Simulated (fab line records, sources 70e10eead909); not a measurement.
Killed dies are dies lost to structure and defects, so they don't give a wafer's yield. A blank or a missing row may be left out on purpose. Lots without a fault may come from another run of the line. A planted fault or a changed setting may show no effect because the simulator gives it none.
fab line records | flow nand_harc
record lots=24 wafers=72 last_day=25
route steps=1159 shown A_START@389 A_ONON_D1@449 A_CHANNEL_HOLE_D1@465 A_CHANNEL_FILL_D1@496
lots that met no fault: from a run of the same line without faults
start_h: hours from the record's first day to the start of the lot's first wafer shown | wait_h: hours since the lot's step before | " the same as in the row above | L1.1+2: a row that stands for several wafers | - no value, or no start given | * or withheld: withheld | < > ~ a bound
route shown NAME@n: a module of which the file shows steps, and the number in the route of the first | usual: mean/standard deviation of fault-free wafers | same: alike in all rows | chamber/n: place in a boat | sites: the reading at each site | _std_site: their standard deviation | _edge_site: outer sites' mean less inner sites' | radius_mm: how far each site lies from the wafer's centre | mask NAME#n: copy n | behind: the tool/chamber that last shaped the wafer | hold: why the lot was held/for how many hours/how that ended | device: the transistor (n, p or np) that didn't switch | end of line: the same wafers' tests at the end of the route | a step without rows: its recipe alone | killed: dies lost to structure and defects at the first sort, not the wafer's yield | map: a wafer's dies, x killed, . not, _ none there
set.NAME: the setting as run; set.NAME@STEP: as run at that earlier step | model.NAME: the simulator's own value behind a step, which no gauge read
steps of the route over a sample of lots; a table a step, a row a wafer
services: from which hour (start_h, from the record's first day; less than 0 if before it) a tool's chamber was out of use, for how many hours, and why
## steps
# step NHARC_A_START_INSPECT_01
# usual raw_defect_count=3.5/2
# columns lot.wafer tool chamber start_h wait_h raw_defect_count
L074.1 defect_inspect-02 - 134.34 - 2
L074.2 " - " " 4
L074.6 " - " " 6
L076.1 defect_inspect-01 - 139.31 - 2
L076.2 " - " " 4
L076.5 " - " " 7
L075.4 defect_inspect-02 - 140.17 - 8
L075.5 " - " " 2
L075.6 " - " " 4
L077.1 defect_inspect-01 - 160.71 - 3
L077.5 " - " " 1
L077.6 " - " " 1
L078.2 defect_inspect-01 - 162.58 - 3
L078.3 " - " " 5
L078.4 " - " " 4
L079.1 defect_inspect-02 - 166.08 - 5
L079.3 " - " " 5
L079.4 " - " " 2
L080.3 defect_inspect-01 - 166.76 - 2
L080.5 " - " " 6
L080.6 " - " " 5
L081.2 defect_inspect-01 - 175.24 - 1
L081.4 " - " " 0
L081.5 " - " " 2
L082.1 defect_inspect-02 - 180.29 - 0
L082.2 " - " " 3
L082.3 " - " " 6
L084.2 defect_inspect-01 - 185.65 - 5
L084.4 " - " " 4
L084.6 " - " " 4
L083.1 defect_inspect-01 - 186.61 - 2
L083.4 " - " " 5
L083.6 " - " " 4
L088.4 defect_inspect-01 - 213.13 - 2
L088.5 " - " " 3
L088.6 " - " " 8
L085.1 defect_inspect-02 - 214.37 - 3
L085.2 " - " " 4
L085.4 " - " " 5
L086.1 defect_inspect-02 - 223.77 - 1
L086.4 " - " " 1
L086.5 " - " " 5
L087.1 defect_inspect-02 - 229.49 - 4
L087.2 " - " " 1
L087.4 " - " " 2
L089.1 defect_inspect-01 - 231.38 - 2
L089.2 " - " " 2
L089.5 " - " " 4
L090.1 defect_inspect-01 - 232.36 - 1
L090.2 " - " " 4
L090.4 " - " " 3
L091.2 defect_inspect-02 - 233.56 - 1
L091.3 " - " " 1
L091.6 " - " " 4
L092.1 defect_inspect-01 - 242.76 - 8
L092.3 " - " " 3
L092.4 " - " " 1
L093.3 defect_inspect-02 - 247.96 - 1
L093.5 " - " " 4
L093.6 " - " " 2
L095.3 defect_inspect-02 - 250.87 - 0
L095.5 " - " " 5
L095.6 " - " " 3
L094.1 defect_inspect-01 - 251.60 - 5
L094.2 " - " " 2
L094.6 " - " " 9
L096.1 defect_inspect-02 - 265.33 - 8
L096.2 " - " " 6
L096.4 " - " " 1
L097.1 defect_inspect-02 - 278.68 - 4
L097.2 " - " " 2
L097.4 " - " " 2
# step NHARC_A_ONON_D1_INSPECT_32
# usual raw_defect_count=73/24
# columns lot.wafer tool chamber start_h wait_h raw_defect_count
L074.1 defect_inspect-01 - 170.05 0.0 71
L074.2 " - " " 63
L074.6 " - " " 69
L076.1 defect_inspect-02 - 175.39 0.0 67
L076.2 " - " " 31
L076.5 " - " " 33
L075.4 defect_inspect-01 - 175.43 0.0 58
L075.5 " - " " 46
L075.6 " - " " 57
L077.1 defect_inspect-02 - 196.94 0.0 86
L077.5 " - " " 73
L077.6 " - " " 109
L078.2 defect_inspect-02 - 196.95 0.0 61
L078.3 " - " " 88
L078.4 " - " " 52
L079.1 defect_inspect-02 - 201.48 0.0 58
L079.3 " - " " 49
L079.4 " - " " 77
L080.3 defect_inspect-01 - 201.50 0.0 67
L080.5 " - " " 103
L080.6 " - " " 97
L081.2 defect_inspect-01 - 212.24 0.0 39
L081.4 " - " " 52
L081.5 " - " " 53
L083.1 defect_inspect-02 - 223.60 0.1 70
L083.4 " - " " 88
L083.6 " - " " 66
L082.1 defect_inspect-01 - 223.64 0.0 50
L082.2 " - " " 69
L082.3 " - " " 49
L084.2 defect_inspect-02 - 223.82 0.0 52
L084.4 " - " " 62
L084.6 " - " " 92
L085.1 defect_inspect-01 - 251.94 0.0 79
L085.2 " - " " 78
L085.4 " - " " 96
L088.4 defect_inspect-01 - 252.02 0.0 67
L088.5 " - " " 62
L088.6 " - " " 65
L086.1 defect_inspect-01 - 261.11 0.0 121
L086.4 " - " " 79
L086.5 " - " " 85
L090.1 defect_inspect-02 - 267.70 0.0 59
L090.2 " - " " 39
L090.4 " - " " 56
L089.1 defect_inspect-01 - 267.72 0.0 130
L089.2 " - " " 97
L089.5 " - " " 135
L087.1 defect_inspect-02 - 267.78 0.0 116
L087.2 " - " " 89
L087.4 " - " " 96
L091.2 defect_inspect-02 - 272.20 0.0 51
L091.3 " - " " 58
L091.6 " - " " 50
L092.1 defect_inspect-02 - 283.32 0.0 71
L092.3 " - " " 104
L092.4 " - " " 55
L093.3 defect_inspect-01 - 283.35 0.0 110
L093.5 " - " " 79
L093.6 " - " " 126
L095.3 defect_inspect-01 - 283.42 0.0 57
L095.5 " - " " 69
L095.6 " - " " 66
L094.1 defect_inspect-02 - 288.93 0.0 102
L094.2 " - " " 77
L094.6 " - " " 52
L096.1 defect_inspect-01 - 303.68 0.0 50
L096.2 " - " " 65
L096.4 " - " " 146
L097.1 defect_inspect-01 - 314.19 0.1 86
L097.2 " - " " 77
L097.4 " - " " 74
# step NHARC_A_CHANNEL_HOLE_D1_DESCUM_15
# recipe time_s=3 o2_flow_sccm=200 ar_flow_sccm=0 bias_power_w=0 chemistry=O2
# usual drypump_motor_current_A=5.7/0.55 oes_product_au=1.006/0.01 rf_vpp_V=57.8/0.86 showerhead_plenum_p_Torr=1.93/0.1 throttle_valve_pct=11.311/0.0087
# same time_s=3
# columns lot.wafer tool chamber start_h wait_h drypump_motor_current_A oes_product_au rf_hours_counter_h rf_vpp_V showerhead_plenum_p_Torr throttle_valve_pct
L074.2 rie_diel-12 1 175.57 0.1 6.2 0.995 11 59.4 2.05 11.306
L074.1 " 0 " " 6.5 0.991 11 58.1 2.06 11.310
L074.6 " 1 " " 6.3 0.999 - 57.0 2.05 11.310
L076.1 rie_diel-12 2 180.30 0.1 5.9 0.994 11 59.4 2.07 11.313
L076.2 " 3 " " 5.0 0.989 10 56.7 1.82 11.321
L076.5 " 2 " " 5.9 0.983 - 59.1 2.07 11.312
L075.4 rie_diel-01 0 182.32 0.1 6.0 1.019 1 56.8 1.80 11.328
L075.5 " 3 " " 5.8 1.029 - 57.9 1.87 11.312
L075.6 " 0 " " 6.0 1.005 - 57.6 1.80 11.304
L078.4 rie_diel-01 3 199.70 0.1 5.8 1.008 4 56.4 1.87 11.318
L078.3 " 0 " " 6.0 1.014 2 56.9 1.80 11.313
L078.2 " 1 " " 4.8 0.998 3 57.5 2.04 11.319
L077.1 rie_diel-07 1 199.89 0.1 4.9 1.003 7 59.0 1.94 11.315
L077.6 " 2 " " 5.8 1.011 - 59.6 1.95 11.320
L077.5 " 3 " " 6.3 1.009 - 58.0 1.79 11.308
L079.1 rie_diel-01 1 204.27 0.1 4.8 1.007 4 58.2 2.04 11.318
L079.3 " 2 " " 6.0 1.019 4 57.6 1.83 11.304
L079.4 " 3 " " 5.8 1.029 4 57.2 1.87 11.301
L080.3 rie_diel-07 2 204.42 0.1 5.7 0.999 9 59.1 1.95 11.327
L080.5 " 1 " " 4.9 1.006 - 58.7 1.94 11.299
L080.6 " 2 " " 5.7 1.006 - 58.4 1.95 11.305
L081.4 rie_diel-12 0 215.15 0.1 6.5 1.001 0 59.6 2.06 11.316
L081.2 " 1 " " 6.2 0.996 0 58.9 2.05 11.310
L081.5 " 0 " " 6.5 1.003 - 57.5 2.06 11.319
L083.1 rie_diel-07 0 226.53 0.1 5.7 1.025 10 57.2 1.95 11.310
L083.4 " 2 " " 5.7 1.014 10 56.1 1.95 11.292
L083.6 " 0 " " 5.6 1.014 - 58.8 1.95 11.311
L082.2 rie_diel-01 3 228.25 0.1 5.8 1.023 6 57.7 1.87 11.308
L082.3 " 0 " " 6.1 1.015 5 56.6 1.80 11.300
L082.1 " 2 " " 6.0 1.023 6 56.4 1.83 11.321
L084.4 rie_diel-12 2 228.47 0.1 5.8 0.978 1 57.4 2.07 11.312
L084.2 " 0 " " 6.5 1.001 1 58.0 2.06 11.310
L084.6 " 2 " " 5.8 1.005 - 58.3 2.07 11.312
L085.1 rie_diel-07 0 256.26 0.1 5.6 1.006 0 58.0 1.95 11.297
L085.2 " 1 " " 4.9 1.017 0 59.0 1.94 11.302
L085.4 " 2 " " 5.7 1.023 0 57.5 1.95 11.320
L088.4 rie_diel-01 2 256.73 0.1 6.0 1.029 9 58.0 1.83 11.302
L088.6 " 0 " " 6.0 1.008 - 56.7 1.79 11.313
L088.5 " 1 " " 4.8 1.006 - 58.0 2.03 11.305
L086.1 rie_diel-07 3 264.22 0.1 6.3 1.004 1 57.2 1.79 11.312
L086.4 " 1 " " 4.9 1.012 - 58.3 1.94 11.306
L086.5 " 2 " " 5.7 1.003 - 56.9 1.95 11.295
L090.4 rie_diel-07 0 270.92 0.1 5.7 1.019 1 57.4 1.95 11.301
L090.1 " 1 " " 4.9 1.004 2 57.7 1.94 11.313
L090.2 " 2 " " 5.8 1.020 2 58.9 1.95 11.299
L089.1 rie_diel-12 1 271.29 0.1 6.2 1.005 5 58.4 2.05 11.325
L089.2 " 3 " " 5.0 0.998 4 57.3 1.82 11.315
L089.5 " 1 " " 6.2 0.991 - 58.9 2.05 11.317
L087.1 rie_diel-12 1 271.40 0.1 6.2 0.997 5 58.8 2.05 11.305
L087.4 " 2 " " 5.8 1.001 5 58.3 2.06 11.305
L087.2 " 3 " " 4.9 0.996 4 56.1 1.82 11.303
L091.2 rie_diel-01 0 275.69 0.1 6.0 1.003 8 57.6 1.79 11.316
L091.3 " 3 " " 5.8 1.021 10 57.4 1.87 11.303
L091.6 " 1 " " 4.8 1.016 - 58.1 2.03 11.304
L092.1 rie_diel-12 1 286.12 0.1 6.2 0.995 6 57.7 2.05 11.311
L092.3 " 0 " " 6.5 1.003 6 59.6 2.06 11.311
L092.4 " 3 " " 5.0 0.995 - 59.0 1.82 11.292
L093.3 rie_diel-07 3 287.36 0.1 6.3 0.989 3 57.9 1.79 11.307
L093.6 " 1 " " 4.9 1.000 - 56.8 1.94 11.316
L093.5 " 2 " " 5.7 1.001 - 58.2 1.95 11.306
L095.3 rie_diel-01 3 287.66 0.1 5.8 1.012 11 57.3 1.87 11.310
L095.6 " 0 " " 6.0 1.006 - 58.0 1.79 11.332
L095.5 " 1 " " 4.8 1.003 - 58.1 2.03 11.319
L094.2 rie_diel-07 0 292.67 0.1 5.6 1.009 3 59.7 1.95 11.319
L094.1 " 1 " " 4.9 1.006 3 57.3 1.94 11.297
L094.6 " 0 " " 5.7 1.011 - 58.2 1.95 11.314
L096.2 rie_diel-01 0 310.23 0.1 6.0 1.007 10 56.5 1.79 11.309
L096.1 " 1 " " 4.8 1.003 11 58.8 2.03 11.313
L096.4 " 3 " " 5.8 1.016 13 57.1 1.87 11.323
L097.4 rie_diel-07 1 317.67 0.1 4.9 1.006 5 57.2 1.94 11.306
L097.2 " 3 " " 6.3 1.004 5 57.4 1.79 11.317
L097.1 " 0 " " 5.6 1.001 4 57.8 1.95 11.324
# step NHARC_A_CHANNEL_HOLE_D1_ETCH_38
# recipe target_depth_a=390 over_etch_frac=0.3 time_s=65 ion_energy_ev=80 cf4_flow_sccm=150 ar_flow_sccm=0 rf_w=300 bias_w=100 chemistry=CF4
# usual drypump_motor_current_A=5.7/0.54 oes_product_au=1.006/0.0091 rf_vpp_V=151.3/1.4 showerhead_plenum_p_Torr=1.78/0.086 throttle_valve_pct=13.284/0.0089
# same time_s=65
# columns lot.wafer tool chamber start_h wait_h drypump_motor_current_A oes_product_au rf_hours_counter_h rf_vpp_V showerhead_plenum_p_Torr throttle_valve_pct
L074.2 rie_diel-12 0 175.65 0.1 6.5 0.991 11 153.1 1.90 13.288
L074.1 " 2 " " 5.8 1.001 10 152.6 1.90 13.282
L074.6 " 0 " " 6.5 0.999 - 152.2 1.90 13.289
L076.1 rie_diel-12 1 180.40 0.1 6.2 0.999 12 153.6 1.88 13.278
L076.2 " 2 " " 5.8 1.008 11 152.0 1.90 13.282
L076.5 " 0 " " 6.5 1.004 - 152.5 1.90 13.280
L075.4 rie_diel-01 1 182.40 0.1 4.8 1.000 2 152.6 1.87 13.291
L075.6 " 0 " " 6.1 1.013 - 149.6 1.67 13.290
L075.5 " 1 " " 4.8 1.014 - 152.6 1.87 13.286
L078.2 rie_diel-01 1 199.79 0.1 4.8 1.002 3 152.1 1.87 13.297
L078.4 " 3 " " 5.8 1.004 4 150.7 1.73 13.286
L078.3 " 0 " " 6.0 1.012 2 150.4 1.67 13.285
L077.1 rie_diel-07 0 199.95 0.1 5.7 1.011 8 152.6 1.80 13.272
L077.6 " 0 " " 5.7 1.009 - 151.3 1.80 13.283
L077.5 " 1 " " 4.9 0.996 - 152.1 1.79 13.293
L079.1 rie_diel-01 3 204.36 0.1 5.7 1.016 4 151.1 1.73 13.275
L079.3 " 0 " " 6.1 1.004 3 148.1 1.67 13.298
L079.4 " 1 " " 4.8 1.005 4 154.3 1.87 13.291
L080.3 rie_diel-07 2 204.50 0.1 5.7 1.002 9 150.4 1.80 13.288
L080.5 " 2 " " 5.7 1.006 - 151.8 1.80 13.283
L080.6 " 3 " " 6.3 1.001 - 150.5 1.67 13.279
L081.2 rie_diel-12 0 215.23 0.1 6.5 1.010 0 153.1 1.90 13.290
L081.4 " 3 " " 5.0 0.994 0 149.7 1.69 13.285
L081.5 " 0 " " 6.5 1.004 - 151.2 1.90 13.295
L083.1 rie_diel-07 3 226.61 0.1 6.3 1.003 10 148.6 1.67 13.273
L083.4 " 2 " " 5.7 1.011 10 151.9 1.80 13.279
L083.6 " 0 " " 5.7 1.015 - 152.9 1.80 13.291
L082.3 rie_diel-01 3 228.34 0.1 5.8 1.021 6 149.7 1.73 13.286
L082.1 " 0 " " 6.0 1.013 5 148.6 1.67 13.288
L082.2 " 1 " " 4.8 1.026 5 153.4 1.87 13.284
L084.4 rie_diel-12 1 228.55 0.1 6.2 0.992 1 152.6 1.88 13.296
L084.2 " 3 " " 5.0 0.997 1 150.3 1.69 13.292
L084.6 " 1 " " 6.2 1.008 - 152.7 1.88 13.287
L085.1 rie_diel-07 0 256.34 0.1 5.6 0.998 0 152.6 1.80 13.288
L085.2 " 1 " " 4.9 1.015 0 151.8 1.79 13.282
L085.4 " 2 " " 5.7 1.012 0 152.2 1.80 13.261
L088.4 rie_diel-01 2 256.81 0.1 6.0 1.000 9 149.8 1.69 13.275
L088.6 " 0 " " 6.1 0.996 - 151.7 1.67 13.269
L088.5 " 1 " " 4.8 1.005 - 151.7 1.87 13.293
L086.1 rie_diel-07 2 264.31 0.1 5.7 1.021 1 151.8 1.80 13.292
L086.5 " 1 " " 4.9 1.003 - 151.4 1.79 13.282
L086.4 " 3 " " 6.3 1.008 - 151.0 1.67 13.281
L090.1 rie_diel-07 3 271.01 0.1 6.3 0.996 2 150.3 1.66 13.296
L090.2 " 0 " " 5.6 1.005 1 151.6 1.80 13.283
L090.4 " 1 " " 4.9 1.004 2 149.6 1.79 13.268
L089.1 rie_diel-12 2 271.37 0.1 5.8 1.002 5 152.8 1.90 13.279
L089.2 " 0 " " 6.5 1.011 5 153.7 1.89 13.272
L089.5 " 3 " " 5.0 0.998 - 149.5 1.69 13.284
L087.4 rie_diel-12 2 271.60 0.2 5.8 0.982 5 152.5 1.90 13.282
L087.2 " 3 " " 5.0 0.991 4 150.2 1.69 13.280
L087.1 " 0 " " 6.5 1.000 5 152.0 1.90 13.272
L091.2 rie_diel-01 1 275.78 0.1 4.8 1.021 9 153.9 1.87 13.268
L091.3 " 2 " " 6.0 1.014 10 147.7 1.69 13.273
L091.6 " 0 " " 6.1 1.009 - 150.1 1.67 13.292
L092.3 rie_diel-12 1 286.22 0.1 6.2 1.000 6 152.2 1.88 13.302
L092.1 " 3 " " 5.0 0.997 6 151.1 1.69 13.282
L092.4 " 3 " " 5.0 1.005 - 151.8 1.69 13.284
L093.3 rie_diel-07 0 287.44 0.1 5.6 1.009 2 152.8 1.80 13.282
L093.6 " 2 " " 5.7 1.017 - 150.1 1.80 13.285
L093.5 " 3 " " 6.3 0.991 - 149.8 1.66 13.292
L095.3 rie_diel-01 3 287.73 0.1 5.8 1.021 11 150.7 1.73 13.274
L095.6 " 1 " " 4.8 1.007 - 152.7 1.87 13.295
L095.5 " 2 " " 6.0 1.015 - 150.4 1.69 13.282
L094.1 rie_diel-07 1 292.76 0.1 4.9 0.999 3 153.0 1.79 13.272
L094.2 " 0 " " 5.6 1.007 3 152.0 1.80 13.283
L094.6 " 2 " " 5.8 1.006 - 150.9 1.80 13.295
L096.1 rie_diel-01 2 310.36 0.1 6.0 1.013 13 148.5 1.69 13.301
L096.2 " 0 " " 6.1 1.006 10 148.5 1.67 13.284
L096.4 " 1 " " 4.8 1.005 11 152.7 1.87 13.285
L097.1 rie_diel-07 3 317.76 0.1 6.3 0.995 5 148.3 1.66 13.279
L097.4 " 0 " " 5.7 0.998 4 151.9 1.80 13.285
L097.2 " 2 " " 5.7 1.016 5 151.9 1.80 13.282
# step NHARC_A_CHANNEL_HOLE_D1_STRIP_27
# recipe o2_flow_sccm=500 ar_flow_sccm=0 bias_w=0 chemistry=O2
# usual drypump_motor_current_A=5.7/0.54 oes_product_au=1.006/0.01 rf_vpp_V=57.8/0.98 showerhead_plenum_p_Torr=3.54/0.17 throttle_valve_pct=17.038/0.0096
# columns lot.wafer tool chamber start_h wait_h drypump_motor_current_A oes_product_au rf_hours_counter_h rf_vpp_V showerhead_plenum_p_Torr throttle_valve_pct
L074.2 rie_diel-07 0 - - 5.7 1.020 7.6 59.3 3.59 17.031
L074.1 " 1 " " 4.9 0.993 6.8 58.7 3.58 17.042
L074.6 " 2 " " 5.7 0.994 - 57.8 3.60 17.048
L076.1 rie_diel-07 1 - - 4.9 0.999 6.9 57.3 3.58 17.051
L076.2 " 3 " " 6.3 0.994 7.9 57.1 3.32 17.043
L076.5 " 1 " " 4.9 0.995 - 59.6 3.58 17.029
L075.5 rie_diel-12 0 - - 6.5 1.006 - 56.6 3.78 17.020
L075.6 " 2 " " 5.8 1.013 - 56.9 3.79 17.039
L075.4 " 3 " " 5.0 0.998 - 57.1 3.38 17.031
L078.2 rie_diel-07 3 - - 6.3 0.997 9.6 58.2 3.32 17.044
L078.4 " 0 " " 5.7 1.017 9.1 57.4 3.59 17.044
L078.3 " 1 " " 4.9 1.005 8.2 57.9 3.57 17.026
L077.1 rie_diel-01 1 - - 4.8 1.009 4.3 57.3 3.74 17.047
L077.5 " 2 " " 6.0 1.030 - 57.4 3.38 17.037
L077.6 " 3 " " 5.8 1.029 - 57.7 3.45 17.034
L079.1 rie_diel-07 3 - - 6.3 0.985 9.7 58.4 3.32 17.025
L079.3 " 1 " " 4.9 1.010 8.3 58.4 3.57 17.038
L079.4 " 2 " " 5.8 1.004 9.5 58.1 3.60 17.031
L080.3 rie_diel-01 1 - - 4.8 1.010 4.7 57.7 3.74 17.034
L080.6 " 2 " " 6.1 1.025 - 58.0 3.38 17.053
L080.5 " 3 " " 5.8 1.026 - 56.4 3.45 17.027
L081.2 rie_diel-12 2 - - 5.8 0.995 1.0 56.8 3.79 17.050
L081.4 " 0 " " 6.5 1.006 0.6 57.5 3.78 17.033
L081.5 " 1 " " 6.3 0.996 - 58.3 3.76 17.034
L083.1 rie_diel-01 3 - - 5.8 1.011 7.3 58.8 3.45 17.037
L083.4 " 0 " " 6.1 1.003 5.1 57.5 3.32 17.039
L083.6 " 2 " " 6.0 1.015 - 56.7 3.38 17.039
L082.2 rie_diel-01 0 - - 6.1 1.003 5.2 57.0 3.32 17.043
L082.3 " 1 " " 4.8 1.013 6.1 58.8 3.74 17.056
L082.1 " 3 " " 5.8 1.011 7.4 58.6 3.45 17.030
L084.2 rie_diel-01 3 - - 5.8 1.016 7.6 57.3 3.45 17.038
L084.4 " 0 " " 6.1 1.001 5.4 57.0 3.32 17.045
L084.6 " 2 " " 6.1 1.024 - 60.0 3.38 17.029
L085.2 rie_diel-12 0 - - 6.5 0.997 4.3 58.7 3.78 17.053
L085.1 " 1 " " 6.3 0.999 4.4 58.4 3.76 17.045
L085.4 " 2 " " 5.8 0.996 4.7 58.0 3.79 17.054
L088.4 rie_diel-01 3 - - 5.8 1.021 9.5 56.9 3.45 17.061
L088.6 " 0 " " 6.1 1.005 - 57.6 3.32 17.020
L088.5 " 1 " " 4.8 1.016 - 59.0 3.74 17.032
L086.1 rie_diel-01 1 - - 4.8 1.020 8.2 59.1 3.73 17.032
L086.4 " 2 " " 6.1 1.018 10.0 57.4 3.38 17.031
L086.5 " 0 " " 6.0 0.999 - 58.2 3.32 17.064
L090.2 rie_diel-12 0 - - 6.5 1.001 5.8 59.0 3.78 17.028
L090.4 " 1 " " 6.3 0.992 5.6 59.5 3.76 17.034
L090.1 " 2 " " 5.8 0.987 6.0 58.6 3.79 17.032
L089.1 rie_diel-07 1 - - 4.9 1.008 2.3 59.1 3.57 17.024
L089.2 " 2 " " 5.8 1.011 2.2 57.8 3.60 17.042
L089.5 " 0 " " 5.7 1.009 - 58.7 3.59 17.037
L087.2 rie_diel-12 0 - - 6.5 1.004 6.0 57.8 3.78 17.047
L087.4 " 2 " " 5.8 0.998 6.1 59.3 3.79 17.033
L087.1 " 3 " " 5.0 0.986 5.3 57.4 3.37 17.044
L091.3 rie_diel-07 3 - - 6.3 0.996 3.0 56.5 3.32 17.021
L091.2 " 0 " " 5.7 0.994 2.2 58.3 3.59 17.034
L091.6 " 2 " " 5.7 1.010 - 58.6 3.60 17.039
L092.1 rie_diel-12 1 - - 6.2 0.999 7.0 57.3 3.75 17.038
L092.3 " 3 " " 5.0 0.998 6.9 58.1 3.37 17.046
L092.4 " 0 " " 6.5 1.001 - 57.9 3.78 17.026
L093.3 rie_diel-01 0 - - 6.1 1.006 9.1 57.0 3.32 17.047
L093.6 " 3 " " 5.8 1.002 - 57.9 3.45 17.050
L093.5 " 0 " " 6.0 1.002 - 58.0 3.32 17.040
L095.3 rie_diel-01 3 - - 5.8 1.029 11.8 56.3 3.45 17.039
L095.5 " 1 " " 4.8 1.026 - 58.6 3.73 17.026
L095.6 " 2 " " 6.0 1.026 - 57.5 3.38 17.009
L094.1 rie_diel-07 2 - - 5.7 1.014 3.9 58.8 3.59 17.017
L094.2 " 3 " " 6.3 1.009 4.4 57.7 3.32 17.050
L094.6 " 2 " " 5.8 1.014 - 56.7 3.59 17.062
L096.2 rie_diel-12 2 - - 5.9 0.978 7.8 58.7 3.79 17.035
L096.4 " 3 " " 5.0 0.983 8.2 56.7 3.37 17.033
L096.1 " 1 " " 6.2 0.999 7.3 59.5 3.75 17.033
L097.2 rie_diel-07 2 - - 5.7 1.009 5.7 56.5 3.59 17.032
L097.4 " 3 " " 6.3 0.998 6.3 56.2 3.32 17.020
L097.1 " 0 " " 5.6 1.004 5.2 60.2 3.58 17.043
# step NHARC_A_CHANNEL_FILL_D1_ALD_16
# recipe target_thk_a=15 pulse_time_s=10 ald_cycles=15 temp_c=300 material=SiO2
# usual heater_power_w=489/46 precursor_pulse_height_rel=1.001/0.019
# columns lot.wafer tool chamber start_h wait_h heater_power_w precursor_pulse_height_rel
L074.1 ald_hk-02 3 198.91 0.1 440 1.018
L074.2 " 1 " " 489 1.014
L074.6 " 3 " " 449 0.991
L076.2 ald_hk-02 2 199.07 0.2 493 0.987
L076.1 " 3 " " 430 0.993
L076.5 " 1 " " 475 0.975
L075.4 ald_hk-02 1 199.21 0.4 486 1.000
L075.6 " 1 " " 471 1.023
L075.5 " 2 " " 512 0.991
L078.4 ald_hk-01 0 218.97 0.0 445 0.995
L078.2 " 1 " " 522 0.991
L078.3 " 2 " " 500 1.002
L077.1 ald_hk-04 3 219.00 0.1 482 0.977
L077.6 " 2 " " 428 1.019
L077.5 " 3 " " 472 1.031
L079.4 ald_hk-01 3 226.41 3.0 471 1.016
L079.1 " 0 " " 435 0.989
L079.3 " 1 " " 513 1.011
L080.3 ald_hk-02 0 226.45 3.0 531 0.960
L080.5 " 2 " " 501 0.993
L080.6 " 3 " " 459 1.023
L081.4 ald_hk-02 0 234.38 0.0 533 0.987
L081.2 " 1 " " 468 1.006
L081.5 " 1 " " 483 0.984
L083.1 ald_hk-02 3 246.67 0.9 437 1.007
L083.4 " 0 " " 539 0.999
L083.6 " 0 " " 550 1.029
L082.3 ald_hk-01 3 246.80 1.0 468 1.024
L082.2 " 0 " " 436 0.985
L082.1 " 2 " " 550 0.985
L084.4 ald_hk-04 1 251.75 0.0 422 1.005
L084.2 " 2 " " 427 1.002
L084.6 " 1 " " 424 1.007
L085.1 ald_hk-02 0 276.81 1.3 526 1.021
L085.4 " 1 " " 475 1.006
L085.2 " 3 " " 441 1.000
L088.4 ald_hk-02 1 276.97 1.5 479 1.004
L088.6 " 1 " " 485 1.000
L088.5 " 2 " " 504 0.986
L086.1 ald_hk-04 1 284.76 0.0 425 1.018
L086.4 " 2 " " 424 1.006
L086.5 " 2 " " 433 0.987
L089.2 ald_hk-01 2 290.17 0.0 546 0.988
L089.1 " 3 " " 479 0.979
L089.5 " 2 " " 532 0.993
L090.1 ald_hk-04 3 290.17 0.0 487 0.994
L090.2 " 1 " " 443 1.004
L090.4 " 2 " " 434 1.029
L087.1 ald_hk-02 1 294.41 0.0 501 1.008
L087.2 " 2 " " 501 1.013
L087.4 " 3 " " 452 1.022
L091.3 ald_hk-02 0 298.26 0.1 563 0.955
L091.2 " 1 " " 513 0.985
L091.6 " 2 " " 498 1.003
L092.3 ald_hk-01 3 306.62 0.0 474 1.001
L092.4 " 1 " " 498 0.999
L092.1 " 2 " " 545 0.995
L093.3 ald_hk-01 2 306.81 0.2 542 1.019
L093.6 " 1 " " 482 0.955
L093.5 " 2 " " 540 0.989
L095.3 ald_hk-02 1 310.78 0.1 500 1.008
L095.6 " 0 " " 551 1.025
L095.5 " 1 " " 504 1.006
L094.2 ald_hk-04 1 310.79 0.1 420 1.004
L094.1 " 2 " " 432 1.004
L094.6 " 0 " " 617 0.990
L096.1 ald_hk-01 2 334.39 3.0 540 0.988
L096.2 " 3 " " 474 1.016
L096.4 " 0 " " 434 1.026
L097.2 ald_hk-01 0 343.62 0.0 444 1.004
L097.4 " 2 " " 530 1.002
L097.1 " 3 " " 474 1.016
## services
# columns tool chamber start_h hours kind
rie_diel-12 3 154.76 3.9 repair
rie_diel-07 0 158.22 - clean
rie_diel-07 1 158.22 - clean
rie_diel-07 2 158.22 - clean
rie_diel-07 3 158.22 - clean
rie_diel-07 1 161.81 8.7 repair
rie_diel-01 0 165.12 5.2 repair
rie_diel-07 0 182.72 - clean
rie_diel-12 1 187.26 6.5 repair
ald_hk-04 - 189.57 10.0 pm
rie_diel-12 - 202.40 9.0 pm
ald_hk-01 - 228.00 10.0 pm
rie_diel-07 - 228.20 9.0 pm
ald_hk-04 - 231.84 2.0 repair
rie_diel-12 3 250.03 4.5 repair
rie_diel-07 0 263.66 4.8 repair
rie_diel-07 2 272.84 4.3 repair
rie_diel-07 - 274.64 0.1 repair
ald_hk-02 - 281.52 10.0 pm
rie_diel-12 2 285.72 19.9 repair
rie_diel-12 1 297.30 14.9 repair
rie_diel-01 - 314.85 9.0 pm
rie_diel-12 - 322.54 0.5 repair
rie_diel-12 1 325.28 4.4 repair
## key
fault none
